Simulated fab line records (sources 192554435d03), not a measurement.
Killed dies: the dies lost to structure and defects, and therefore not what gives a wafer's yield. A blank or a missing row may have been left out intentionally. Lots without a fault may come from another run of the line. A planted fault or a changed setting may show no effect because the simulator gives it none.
Chamber matching | flow n5_finfet | 3 sister chambers for N5_BEOL_M0_SAQP_ILD_DEP_01 on pecvd-04
The step deposits SiOC from DEMS/O2, target thk 45.419 nm, time 8.7 s. 18 wafers are shown with their chamber, then 9 later ones without.

WAFERS, EACH WITH ITS CHAMBER
wafer  | chamber | heater_power_w (W) | showerhead_plenum_p_Torr (Torr) | throttle_valve_pct (%)
L079.1 | 1       | 478                | 5.671                           | 11.4
L079.4 | 0       | 517                | 5.703                           | 12.5
L079.6 | 1       | 470                | 5.668                           | 11.3
L082.3 | 2       | 613                | 5.706                           | 11.1
L082.4 | 2       | 615                | 5.695                           | 11.6
L082.6 | 1       | 486                | 5.664                           | 11.5
L083.2 | 1       | 468                | 5.666                           | 11.3
L083.4 | 2       | 631                | 5.702                           | 11.2
L083.6 | 0       | 478                | 5.719                           | 12.3
L087.1 | 1       | 466                | 5.674                           | 11.5
L087.2 | 2       | 620                | 5.712                           | 11.9
L087.5 | 0       | 541                | 5.703                           | 12.4
L089.2 | 0       | 434                | 5.715                           | 12.5
L089.3 | 2       | 622                | 5.714                           | 11.2
L089.6 | 1       | 506                | 5.661                           | 11.4
L090.3 | 0       | 525                | 5.698                           | 12.9
L090.4 | 0       | 528                | 5.702                           | 12.5
L090.5 | 2       | 620                | 5.709                           | 11.6

SIGNATURES (averages over the wafers above)
reading                  | chamber 0 | chamber 1 | chamber 2 | scatter within a chamber
heater_power_w           | 503.83    | 479.00    | 620.17    | 25.1
showerhead_plenum_p_Torr | 5.70667   | 5.66733   | 5.70633   | 0.00684
throttle_valve_pct       | 12.517    | 11.400    | 11.433    | 0.222
Rule: for a wafer and a chamber, the distance is found by dividing, reading by reading, the gap between the wafer's reading and the chamber's mean by the reading's scatter, squaring, summing and taking the root. If the next closest chamber is less than 2 further off than the closest, the wafer can't be placed; otherwise it belongs to the closest. The scatter: take each reading less its chamber's mean, square it, sum over the shown wafers, divide by the number of wafers less the number of chambers, and take the root.

WAFERS WITH NO CHAMBER GIVEN
wafer  | heater_power_w (W) | showerhead_plenum_p_Torr (Torr) | throttle_valve_pct (%)
L094.1 | 473                | 5.667                           | 11.3
L094.2 | 512                | 5.713                           | 12.5
L094.5 | 517                | 5.725                           | 12.3
L095.2 | 504                | 5.702                           | 12.7
L095.5 | 497                | 5.718                           | 12.3
L095.6 | 493                | 5.671                           | 11.4
L096.2 | 509                | 5.702                           | 12.5
L096.4 | 509                | 5.698                           | 12.5
L096.5 | 676                | 5.706                           | 11.4

EACH ONE'S CHAMBER
wafer  | from the rows above | in truth
L094.1 | 1                   | 1
L094.2 | 0                   | 0
L094.5 | 0                   | 0
L095.2 | 0                   | 0
L095.5 | 0                   | 0
L095.6 | 1                   | 1
L096.2 | 0                   | 0
L096.4 | 0                   | 0
L096.5 | 2                   | 2
Correct placement for 9 of the 9. Can't be placed from these rows: 0. Number placed wrongly: 0.
